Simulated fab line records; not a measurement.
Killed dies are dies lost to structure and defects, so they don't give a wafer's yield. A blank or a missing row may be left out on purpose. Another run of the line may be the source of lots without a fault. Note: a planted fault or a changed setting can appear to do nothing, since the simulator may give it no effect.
Matching of chambers || flow n5-finfet || N5_BEOL_M7_ILD_DEP_00 on pecvd-04 has 3 sister chambers
The step deposits SiCOH lowk from DEMS/porogen, target thk 179.75 nm, time 33.4 s. 3 wafers are shown with their chamber, then 7 later ones without.

## WAFERS, EACH WITH ITS CHAMBER
{"wafer": "L083.4", "chamber": 0, "heater-power-w (W)": 401}
{"wafer": "L084.1", "chamber": 1, "heater-power-w (W)": 280}
{"wafer": "L084.2", "chamber": 2, "heater-power-w (W)": 306}

## WAFERS WITHOUT THEIR CHAMBER
{"wafer": "L084.4", "heater-power-w (W)": 440}
{"wafer": "L088.4", "heater-power-w (W)": 477}
{"wafer": "L088.5", "heater-power-w (W)": 316}
{"wafer": "L088.6", "heater-power-w (W)": 231}
{"wafer": "L093.2", "heater-power-w (W)": 253}
{"wafer": "L093.3", "heater-power-w (W)": 422}
{"wafer": "L093.6", "heater-power-w (W)": 257}

## WHICH CHAMBER EACH ONE RAN IN
{"wafer": "L084.4", "from the rows above": 0, "in truth": 0}
{"wafer": "L088.4", "from the rows above": 0, "in truth": 0}
{"wafer": "L088.5", "from the rows above": "can't be placed: 2 or 1 or 0", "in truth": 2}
{"wafer": "L088.6", "from the rows above": "can't be placed: 1 or 2", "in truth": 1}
{"wafer": "L093.2", "from the rows above": "can't be placed: 1 or 2", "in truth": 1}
{"wafer": "L093.3", "from the rows above": 0, "in truth": 0}
{"wafer": "L093.6", "from the rows above": "can't be placed: 1 or 2", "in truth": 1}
Correct placement for 3 of the 7. Can't be placed from these rows: 4 (the true chamber is among the candidates in 4). Wrongly placed: 0.
How it was worked out, from the rows above alone: a wafer's distance from a chamber is the root of the sum, over the readings, of the square of ((its reading less the chamber's mean) divided by the reading's scatter). The wafer belongs to the nearest chamber; if the next one is less than 2 further off, it can't be placed. Each chamber's mean is taken over the wafers shown for it. The scatter: root of mean squared gap, hidden wafer to nearest shown wafer, with one shown wafer a chamber.
